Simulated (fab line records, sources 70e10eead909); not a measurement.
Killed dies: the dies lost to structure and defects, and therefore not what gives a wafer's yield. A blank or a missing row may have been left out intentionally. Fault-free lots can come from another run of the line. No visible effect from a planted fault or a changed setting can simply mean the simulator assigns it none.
The tool behind it: which one? ; flow nand harc ; at 1 step of a route of 1302, 24 lots with 72 wafers sampled

== WHAT EACH GAUGE READ, for each wafer ==
NHARC_P_CONTACT_OVL_MEAS_13.
lot;measured;on;overlay x nm (nm);overlay y nm (nm)
L074;day 6 03:44;overlay-01;0.5 0.1 0.2;-1.0 -1.1 -0.3
L075;day 6 08:50;overlay-01;0.0 0.1 -0.1;-1.2 -1.1 -1.4
L076;day 6 14:28;overlay-02;0.5 0.1 0.1;-0.5 -0.5 -0.9
L077;day 7 07:40;overlay-02;0.0 0.0 0.3;0.8 1.3 1.2
L078;day 7 15:34;overlay-01;-1.9 -1.3 -1.0;-0.5 -0.6 -0.6
L079;day 7 20:49;overlay-01;-0.1 -0.3 -1.1;1.8 1.0 0.8
L080;day 8 12:38;overlay-02;1.1 1.0 1.1;0.2 0.0 0.4
L081;day 8 13:30;overlay-01;1.0 0.4 1.2;0.9 0.9 1.6
L082;day 9 00:15;overlay-02;0.2 -0.1 0.3;-1.2 -1.2 -1.6
L083;day 9 14:07;overlay-01;0.4 0.1 0.6;0.2 0.3 0.1
L084;day 10 03:49;overlay-02;0.4 0.3 0.8;0.1 -0.3 -0.1
L085;day 10 06:42;overlay-02;-0.2 -0.3 0.0;0.2 0.2 0.2
L086;day 11 00:44;overlay-02;-0.5 0.0 -0.2;0.3 0.3 0.5
L088;day 11 22:56;overlay-01;-0.6 -0.1 0.4;-1.0 -0.6 -0.8
L087;day 11 23:42;overlay-01;-0.7 -0.8 -1.1;0.8 0.8 1.0
L089;day 12 00:34;overlay-01;-1.5 -0.8 -1.1;-1.2 -1.0 -0.7
L090;day 12 14:27;overlay-02;-0.6 -0.9 -0.5;0.4 0.4 0.9
L091;day 13 00:08;overlay-01;1.4 1.3 1.7;-0.9 -0.5 -1.1
L092;day 13 10:46;overlay-02;0.4 1.2 0.6;-0.8 -0.6 -0.4
L093;day 13 14:53;overlay-01;-1.2 -0.8 -1.3;0.4 -0.2 0.3
L094;day 14 05:22;overlay-01;-0.1 0.0 -0.2;-1.5 -1.2 -1.7
L095;day 14 15:36;overlay-01;-0.3 0.0 -0.5;-0.6 -0.6 -0.9
L096;day 14 19:44;overlay-02;-0.3 0.4 0.2;0.4 0.0 0.3
L097;day 15 12:16;overlay-02;0.3 0.4 -0.4;-1.6 -1.8 -1.8

== EACH LOT AND THE TOOL THAT RAN IT (in order: tool; ch and the chambers of the sampled wafers; start) ==
Record: no process step prior to these readings.

== AS READ BY THE TOOLS THEMSELVES (means over the sampled wafers that have a number; for cases with no such wafer, the mark the record gives instead) ==
The record holds no such reading with a usual standard deviation.

== THE ANSWER, worked out from the rows above alone ==
Rule: the usual values come from the lots themselves. Put in order of their means at a reading, lots are off if they are a third of the lots or fewer, leave a main group of 4 or more, and stand apart from it by a gap of 3 or more times the standard deviation of the main group's means; of several such gaps the widest counts. If all means in a main group match to the digits the tables above print for the reading, that group is not used. A lot without any number at a reading at which 4 lots or more have one is off too. The other lots that the step has rows for count as sound. Order of review: gauges by route order, followed by the tools' own readings, for which a lot's mean as printed above is used. The first step at which some lot is off is used, and at that step the reading that is off furthest; a lot without a number counts as furthest.
Nothing can be told from this: no lot is off at any reading shown.

== WHAT THE SIMULATOR HAD PUT IN ==
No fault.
